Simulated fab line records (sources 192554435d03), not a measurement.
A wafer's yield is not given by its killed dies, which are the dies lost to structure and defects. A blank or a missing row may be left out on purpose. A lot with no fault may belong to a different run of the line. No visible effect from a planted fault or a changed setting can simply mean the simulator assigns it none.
Struck lot and sound lot, side by side :: flow n5_finfet :: 15 steps out of a route of 1938
Sound: the wafers L812.2, L812.3, L812.4. Wafers struck: L805.1, L805.2, L805.6. Last of all comes the cause.
For every step that has rows: the tool of each side, followed by ch and its chambers, followed by its first start. Under that, the readings that differ: sound wafers :: struck wafers :: difference of the means :: sigmas: that difference in standard deviations of wafers without a fault.
alike: words and numbers the same on both sides, and readings whose means are apart by under 2 such deviations; not compared: readings that were withheld, readings missing a value for some wafer, numbers with overlapping values and no deviation given by the record, and bounds like >300 which may hide the same value.
The two part at a step that has a row with sigmas, a row that says differs or no value, or rows on one side only. When numbers do not overlap yet have no deviation, they are printed without sigmas and do not part them. A reading that every wafer of one side lacks parts them only if that side has two wafers or more.

first, 3 steps without rows for these wafers: N5_MOL_CONTACT_COAG_ETCH_66 (etches SiARC in CF4, target depth 13 nm, time 21.7 s); N5_MOL_CONTACT_COAG_ALD_133 (deposits SiO2, target thk 5 nm, pulse time 1 s, co reactant pulse time 1 s); N5_MOL_CONTACT_COAG_ETCHBACK_134 (etches SiO2 in CHF3, target depth 10 nm, time 6.7 s).
N5_MOL_CONTACT_COAG_ETCH_67: etches SOC in N2/H2, target depth 60 nm, overetch 21 nm, time 101.2 s.
  sound on rie_diel-04 ch 0,1,3, day 8 13:27; struck on rie_diel-02 ch 0,1,2, day 7 05:16
  alike: drypump_motor_current_A, oes_product_au, rf_fwd_power_W, rf_vpp_V, showerhead_plenum_p_Torr, throttle_valve_pct
  not compared: rf_hours_counter_h
then, 2 steps without rows for these wafers: N5_MOL_CONTACT_COAG_STRIP_68 (strips in N2/H2); N5_MOL_CONTACT_COAG_STRIP_69 (strips in N2/H2).
N5_MOL_CONTACT_COAG_ETCHBACK_136: etches SiO2 in CHF3, target depth 25 nm, time 16.7 s.
  sound on rie_diel-04 ch 0,1,3, day 8 13:32; struck on rie_diel-02 ch 0,1,2, day 7 05:21
reading: rf_fwd_power_W (W)
sound: 603.6 603.9 600.0
struck: 595.0 592.6 601.3
difference: -6.2
sigmas: -2
  alike: drypump_motor_current_A, oes_product_au, rf_vpp_V, showerhead_plenum_p_Torr, throttle_valve_pct
  not compared: rf_hours_counter_h
then, 1 step without rows for these wafers: N5_MOL_CONTACT_COAG_STRIP_120 (strips in CHF3).
N5_MOL_CONTACT_COAG_VIA_ETCH_117: etches SiO2 in C4F6/O2, target depth 40 nm, overetch 8 nm, time 26 s.
  sound on rie_diel-04 ch 0,1,3, day 8 13:34; struck on rie_diel-02 ch 0,1,2, day 7 05:23
reading: throttle_valve_pct (%)
sound: 41.4 40.8 42.2
struck: 40.2 40.4 40.2
difference: -1.2
sigmas: -2
  alike: drypump_motor_current_A, oes_product_au, rf_fwd_power_W, rf_vpp_V, showerhead_plenum_p_Torr
  not compared: rf_hours_counter_h
then, 1 step without rows for these wafers: N5_MOL_CONTACT_COAG_ETCH_124 (etches SiNx in CH3F/O2, stops on SiOC, target depth 6.5 nm).
N5_MOL_CONTACT_COAG_ETCH_48: etches SiOC in C4F6/O2, target depth 15 nm, overetch 4.5 nm, time 17 s.
  sound on rie_diel-04 ch 0,1,3, day 8 13:38; struck on rie_diel-02 ch 0,1,2, day 7 05:27
reading: throttle_valve_pct (%)
sound: 41.0 40.3 41.6
struck: 39.8 40.0 39.7
difference: -1.1
sigmas: -2
  alike: drypump_motor_current_A, oes_product_au, rf_fwd_power_W, rf_vpp_V, showerhead_plenum_p_Torr
  not compared: rf_hours_counter_h
N5_MOL_CONTACT_COAG_STRIP_72: strips in N2/H2.
  sound on rie_diel-04 ch 0,1,3, day 8 13:41; struck on rie_diel-02 ch 0,1,2, day 7 05:30
  alike: bias_power_w, chamber_pressure_mTorr, drypump_motor_current_A, oes_product_au, rf_vpp_V, showerhead_plenum_p_Torr, throttle_valve_pct
  not compared: rf_hours_counter_h
N5_MOL_CONTACT_COAG_STRIP_49: strips in N2/H2, time 30 s.
  sound on plasma_asher-01 ch 0,1, day 8 13:46; struck on plasma_asher-02 ch 0,1, day 7 05:35
  no value came back on the struck wafers for drypump_motor_current_A (A), h2_flow_sccm (sccm), heater_power_w (W); on the sound wafers drypump_motor_current_A (A) reads 5.4 5.3 5.4
  not compared: rf_hours_counter_h
then, 1 step without rows for these wafers: N5_MOL_CONTACT_COAG_PRECLEAN_138 (cleans in alkaline clean, time 60 s).
-- the record jumps here: 3 days lie between the struck wafers' starts before and after (it left off in module MOL_CONTACT_COAG and takes up again in module BEOL_M4, whose first step shown is number 1111 of the route) --
N5_BEOL_M4_RC_MEAS_101:
  sound on prober-02 ch 0, day 11 20:39; struck on prober-02 ch 0, day 9 22:00
  alike: DIBL_N, DIBL_P, IOFF_N, IOFF_P, ION_N, ION_P, SS_N, SS_P, VT_N, VT_P

== WHERE THEY PART ==
First at N5_MOL_CONTACT_COAG_ETCHBACK_136; last, within this record, at N5_MOL_CONTACT_COAG_STRIP_49. Later steps at which nothing parts them and some readings are alike: N5_BEOL_M4_RC_MEAS_101.

WHY: whatever the simulator had introduced
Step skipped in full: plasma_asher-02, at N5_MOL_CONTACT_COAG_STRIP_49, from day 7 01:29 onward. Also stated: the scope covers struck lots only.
